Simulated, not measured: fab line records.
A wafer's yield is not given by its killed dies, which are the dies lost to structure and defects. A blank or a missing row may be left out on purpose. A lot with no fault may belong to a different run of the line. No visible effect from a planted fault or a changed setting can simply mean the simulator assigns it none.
fab line records | flow n5_finfet
[record] lots = 9 wafers = 27 last_day = 19
route steps=1938 shown BEOL_M3@1013 BEOL_M4@1027
lots that met no fault: taken from a fault-free run of the same line
start_h: hours from the record's opening day to when the first of the lot's shown wafers began | wait_h: hours from the lot's prior step to this one | " identical to the entry in the row above | L1.1+2: several wafers, shown together as one row | - no value, or no start given | * or withheld: withheld | < > ~ a bound
route shown NAME@n: names a module that has steps shown in the file, with the first one's number in the route | usual: mean/standard deviation of fault-free wafers | same: alike in all rows | chamber/n: place in a boat | sites: readings site by site | _std_site: standard deviation of those values | _edge_site: inner sites' mean taken away from outer sites' mean | radius_mm: how far each site lies from the wafer's centre | mask NAME#n: copy n | behind: the last tool/chamber to shape the wafer | hold: the reason the lot was held/the length of the hold in hours/how it ended | device: the n, p or np transistor that did not switch | end of line: the route-end tests of the same wafers | a step without rows: its recipe alone | killed: the dies lost at the first sort to structure and to defects; this is not the yield of the wafer | map: the dies of a wafer, with x for killed, . for not killed, _ for no die there
set.NAME: the run value of the setting; set.NAME@STEP: its run value at that earlier step | model.NAME: the simulator's own value behind a step, which no gauge read
the route's steps for a sample of lots (tables are steps, rows are wafers)
services: when a tool's chamber went out of use (start_h, in hours from the record's first day, below 0 if earlier), for how many hours, and the reason
[[steps]]
[step N5_BEOL_M3_CMP_52]
[recipe] stop_on = SiOC t_overpolish_s = 6.8 down_force_psi = 1 platen_rpm = 50 clearing_platen_down_force_psi = 1.5 clearing_platen_rpm = 50 post_cmp_clean = cu_alkaline target_thk_nm = 40 clearing_platen_pad_velocity_m_s = 0.99484 pad_velocity_m_s = 0.99484
[usual] barrier_field_endpoint_s = 24.6/0.67 motor_current_A = 6.1/0.35 overpolish_run_s = 6.802/0.0094 time_to_endpoint_s = 62/3.5
// columns lot.wafer tool chamber start_h wait_h barrier_field_endpoint_s motor_current_A overpolish_run_s time_to_endpoint_s
L746.1 cmp-01 3 183.12 0.3 24.7 6.0 6.804 64
L746.4 " 2 " " 24.3 6.2 6.807 58
L746.6 " 0 " " 24.5 5.9 6.813 62
L747.2 cmp-02 2 186.18 0.2 24.7 6.5 6.783 61
L747.1 " 3 " " 24.3 6.7 6.798 62
L747.6 " 1 " " 24.3 5.7 6.800 57
L750.2 cmp-01 3 199.51 0.2 24.5 6.1 6.792 65
L750.3 " 0 " " 24.7 6.3 6.806 66
L750.6 " 3 " " 25.0 6.3 6.796 68
L752.4 cmp-02 0 229.50 0.2 24.2 6.0 6.804 62
L752.2 " 1 " " 24.6 5.8 6.797 63
L752.5 " 3 " " 25.4 6.5 6.817 68
L755.2 cmp-04 1 246.58 0.3 25.4 6.2 6.805 66
L755.3 " 2 " " 24.9 5.4 6.805 67
L755.6 " 0 " " 23.6 5.8 6.805 58
L756.1 cmp-02 1 258.92 0.3 23.4 5.9 6.800 58
L756.4 " 2 " " 24.5 6.9 6.787 60
L756.3 " 0 " " 24.6 5.6 6.806 61
L766.1 cmp-01 2 330.88 0.3 24.2 6.0 6.785 58
L766.3 " 0 " " 25.0 6.2 6.805 63
L766.4 " 1 " " 24.3 6.2 6.797 56
L768.2 cmp-04 1 333.18 0.3 26.1 6.3 6.810 67
L768.5 " 3 " " 25.4 6.3 6.790 62
L768.6 " 0 " " 25.6 5.6 6.814 60
L769.1 cmp-02 0 337.81 0.4 24.1 5.8 6.802 60
L769.5 " 1 " " 23.7 6.1 6.802 58
L769.6 " 2 " " 24.8 6.5 6.788 64
[step N5_BEOL_M3_INSPECT_59]
[recipe] inspect_instrument = darkfield mode = post_dep
[usual] raw_defect_count = 70/23
// columns lot.wafer tool chamber start_h wait_h raw_defect_count
L746.1 defect_inspect-02 - 183.70 0.0 109
L746.4 " - " " 144
L746.6 " - " " 64
L747.1 defect_inspect-01 - 186.74 0.0 78
L747.2 " - " " 74
L747.6 " - " " 45
L750.2 defect_inspect-01 - 200.05 0.0 89
L750.3 " - " " 73
L750.6 " - " " 86
L752.2 defect_inspect-02 - 230.01 0.0 111
L752.4 " - " " 135
L752.5 " - " " 104
L755.2 defect_inspect-02 - 247.12 0.0 67
L755.3 " - " " 58
L755.6 " - " " 46
L756.1 defect_inspect-01 - 259.50 0.0 74
L756.3 " - " " 78
L756.4 " - " " 60
L766.1 defect_inspect-02 - 331.46 0.0 70
L766.3 " - " " 76
L766.4 " - " " 103
L768.2 defect_inspect-02 - 333.74 0.0 81
L768.5 " - " " 84
L768.6 " - " " 86
L769.1 defect_inspect-02 - 338.34 0.0 50
L769.5 " - " " 68
L769.6 " - " " 60
[step N5_BEOL_M4_COAT_73]
[recipe] resist = underlayer temp_c = 205 time_s = 60 spin_rpm = 1500 resist_thk_nm = 5
[usual] heater_power_total_W = 391.7/1.3 plate_temp_C = 204.95/0.16
[same] time_s = 60
// columns lot.wafer tool chamber start_h wait_h heater_power_total_W plate_temp_C
L746.1 litho_track-05 0 184.48 - 389.7 205.19
L746.4 " 0 " " 389.9 205.17
L746.6 " 0 " " 391.1 204.97
L747.1 litho_track-01 0 187.57 - 393.2 205.02
L747.2 " 0 " " 390.6 205.14
L747.6 " 0 " " 392.6 205.15
L750.2 litho_track-01 0 201.44 - 389.6 205.17
L750.3 " 0 " " 391.2 204.94
L750.6 " 0 " " 391.4 204.91
L752.2 litho_track-04 0 230.44 - 393.5 204.94
L752.4 " 0 " " 391.8 204.66
L752.5 " 0 " " 389.5 205.11
L755.2 litho_track-01 0 249.19 - 376.1 199.14
L755.3 " 0 " " 376.7 199.12
L755.6 " 0 " " 375.7 199.03
L756.1 litho_track-01 0 261.76 - 376.1 199.14
L756.3 " 0 " " 375.5 199.02
L756.4 " 0 " " 379.2 199.22
L766.1 litho_track-05 0 333.00 - 393.0 205.06
L766.3 " 0 " " 392.1 204.90
L766.4 " 0 " " 393.2 205.08
L768.2 litho_track-01 0 335.37 - 392.7 205.01
L768.5 " 0 " " 391.0 205.01
L768.6 " 0 " " 392.4 204.98
L769.1 litho_track-01 0 339.07 - 390.1 204.96
L769.5 " 0 " " 392.4 205.00
L769.6 " 0 " " 392.8 205.04
[step N5_BEOL_M4_DESCUM_16]
[recipe] chemistry = O2 time_s = 7 source_power_w = 50 bias_power_w = 20 pressure_mtorr = 20 rf_frequency_hz = 2.712e+07 temp_c = 40 resist = CAR-EUV o2_flow_sccm = 225
[usual] drypump_motor_current_A = 5.8/0.48 oes_product_au = 0.80/0.072 rf_vpp_V = 242.6/1.5 showerhead_plenum_p_Torr = 2.06/0.073 throttle_valve_pct = 20.34/0.21
[same] time_s = 7
// columns lot.wafer tool chamber start_h wait_h drypump_motor_current_A oes_product_au rf_hours_counter_h rf_vpp_V showerhead_plenum_p_Torr throttle_valve_pct
L746.1 rie_diel-05 2 184.99 0.0 5.6 0.75 195 243.0 2.18 20.60
L746.4 " 1 " " 6.2 0.94 21 243.0 2.05 20.20
L746.6 " 1 " " 6.2 0.95 - 241.9 2.05 20.22
L747.1 rie_diel-01 1 188.08 0.0 6.4 0.85 53 240.4 2.05 20.09
L747.2 " 0 " " 6.2 0.78 146 241.7 2.01 20.57
L747.6 " 0 " " 6.2 0.77 - 240.8 2.01 20.57
L750.2 rie_diel-05 1 201.83 0.0 6.1 0.92 26 242.7 2.05 20.22
L750.3 " 0 " " 5.3 0.83 64 244.2 2.10 20.17
L750.6 " 2 " " 5.6 0.74 - 242.4 2.18 20.62
L752.2 rie_diel-05 1 230.95 0.0 6.2 0.92 35 242.2 2.04 20.23
L752.4 " 1 " " 6.2 0.92 - 243.3 2.04 20.22
L752.5 " 0 " " 5.3 0.83 - 243.5 2.10 20.19
L755.2 rie_diel-05 2 249.57 0.0 5.6 0.74 212 243.5 2.17 20.62
L755.3 " 1 " " 6.2 0.91 38 242.7 2.04 20.24
L755.6 " 2 " " 5.6 0.74 - 244.7 2.17 20.62
L756.1 rie_diel-05 1 262.15 0.0 6.2 0.89 41 241.9 2.04 20.24
L756.3 " 0 " " 5.4 0.82 79 242.5 2.10 20.20
L756.4 " 3 " " 5.5 0.86 28 243.2 2.05 20.06
L766.1 rie_diel-01 3 333.68 0.2 5.1 0.71 213 240.4 1.90 20.28
L766.3 " 1 " " 6.4 0.79 100 241.7 2.03 20.16
L766.4 " 3 " " 5.1 0.71 - 238.8 1.90 20.32
L768.2 rie_diel-01 1 336.15 0.3 6.5 0.79 102 243.0 2.03 20.16
L768.5 " 1 " " 6.5 0.79 - 241.6 2.03 20.18
L768.6 " 0 " " 6.2 0.74 - 242.1 1.99 20.63
L769.1 rie_diel-01 1 339.67 0.1 6.5 0.79 103 241.3 2.03 20.17
L769.5 " 0 " " 6.2 0.73 - 241.0 1.99 20.65
L769.6 " 1 " " 6.4 0.79 - 243.0 2.03 20.18
[step N5_BEOL_M4_RC_MEAS_101]
[usual] DIBL_N = 36.0/1.7 DIBL_P = 36.2/1.9 IOFF_N = 0.154/0.028 IOFF_P = 0.21/0.036 ION_N = 675/11 ION_P = 463/8.3 SS_N = 71.4/0.63 SS_P = 73.2/0.55 VT_N = 250.2/3 VT_P = -251/3.7
// columns lot.wafer tool chamber start_h wait_h DIBL_N[mV/V] DIBL_P[mV/V] IOFF_N[nA/um] IOFF_P[nA/um] ION_N[uA/um] ION_P[uA/um] SS_N[mV/dec] SS_P[mV/dec] VT_N[mV] VT_P[mV]
L746.1 prober-02 0 192.80 0.0 37.5 37.4 0.178 0.29 673 469 71.7 73.6 248.0 -242
L746.4 " 0 " " 34.2 33.4 0.133 0.23 672 475 70.0 73.3 251.1 -245
L746.6 " 0 " " 36.4 35.8 0.157 0.26 666 468 71.2 73.5 253.0 -243
L747.1 prober-01 0 197.44 0.0 35.0 33.2 0.116 0.17 670 455 71.2 73.0 252.2 -252
L747.2 " 0 " " 38.3 38.5 0.186 0.26 688 474 72.9 73.9 245.6 -247
L747.6 " 0 " " 39.0 38.7 0.196 0.26 700 477 72.4 73.9 245.2 -246
L750.2 prober-02 0 239.69 0.2 37.7 38.6 0.180 0.23 685 477 71.5 73.7 249.5 -247
L750.3 " 0 " " 38.0 38.8 0.185 0.23 679 467 72.4 73.4 246.9 -248
L750.6 " 0 " " 34.4 34.9 0.128 0.17 671 462 71.1 72.3 252.7 -250
L752.2 prober-02 0 264.84 0.2 34.7 35.6 0.134 0.18 666 460 71.4 72.7 252.2 -252
L752.4 " 0 " " 35.7 36.4 0.155 0.20 679 461 71.4 72.8 248.9 -251
L752.5 " 0 " " 35.7 36.5 0.146 0.19 674 465 71.2 72.5 249.6 -251
L755.2 prober-02 0 282.07 0.2 35.3 34.8 0.139 0.19 680 463 71.2 73.5 248.6 -253
L755.3 " 0 " " 37.6 36.5 0.168 0.21 674 459 72.3 73.3 250.2 -250
L755.6 " 0 " " 35.9 35.5 0.142 0.19 670 453 71.2 73.5 251.0 -254
L756.1 prober-02 0 291.63 0.0 38.4 38.3 0.186 0.21 689 457 71.5 73.9 247.5 -252
L756.3 " 0 " " 36.0 35.2 0.135 0.17 667 452 71.5 73.1 250.2 -253
L756.4 " 0 " " 37.1 35.5 0.162 0.18 677 456 71.9 73.5 250.1 -255
L766.1 prober-01 0 342.37 0.0 35.8 35.9 0.150 0.18 663 453 71.1 72.5 251.4 -251
L766.3 " 0 " " 36.0 36.7 0.158 0.20 665 462 71.2 72.8 247.5 -249
L766.4 " 0 " " 39.1 38.8 0.214 0.23 697 468 71.9 73.2 244.7 -251
L768.2 prober-01 0 344.31 0.2 36.7 35.6 0.158 0.24 666 465 71.5 73.4 252.7 -247
L768.5 " 0 " " 37.2 37.2 0.174 0.26 677 471 71.2 73.7 247.7 -243
L768.6 " 0 " " 36.0 34.8 0.164 0.23 686 477 71.5 73.0 248.4 -247
L769.1 prober-02 0 347.04 0.0 36.1 36.9 0.145 0.21 660 455 71.4 73.0 253.2 -253
L769.5 " 0 " " 35.9 34.8 0.148 0.19 662 456 71.4 72.7 252.0 -252
L769.6 " 0 " " 37.9 39.6 0.192 0.25 697 471 72.3 73.9 247.7 -249
[[services]]
// columns tool chamber start_h hours kind
cmp-04 - 200.39 4.0 pm
cmp-04 - 204.39 - consumable_replace:conditioner
cmp-04 - 204.39 - consumable_replace:pad
rie_diel-05 2 229.83 7.1 repair
cmp-01 - 251.66 1.4 repair
cmp-01 - 253.25 6.7 pm
litho_track-01 - 256.46 - consumable_replace:filter
cmp-01 - 265.31 4.0 pm
cmp-01 - 269.31 - consumable_replace:conditioner
cmp-01 - 269.31 - consumable_replace:pad
cmp-04 - 302.98 17.9 repair
cmp-02 - 308.14 9.1 pm
cmp-04 - 320.92 5.8 pm
rie_diel-01 2 329.64 - clean
rie_diel-01 2 329.64 - consumable_replace:focus_ring
rie_diel-01 2 329.64 14.3 scheduled_down
rie_diel-01 2 329.64 14.3 vent_cycle
[[key]]
[first_sign] step = N5_BEOL_M4_COAT_73 reading = plate_temp_C direction = down sigmas = 36 usual = * struck = *
[effect] step = N5_BEOL_M4_COAT_73 reading = heater_power_total_W direction = down sigmas = 12 usual = * struck = *
met_at N5_BEOL_M4_COAT_73
struck_lots L755,L756
not_acting_at N5_BEOL_M3_CMP_52,N5_BEOL_M3_INSPECT_59,N5_BEOL_M4_DESCUM_16
onset_between 201.44 249.19
[fault] kind = process_parameter_drift tool = litho_track-01 chamber = - onset_h = 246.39 steps = N5_BEOL_M4_COAT_73 channel = temp_c offset = * shape = step end_h = 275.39 acts_in = * stated = *
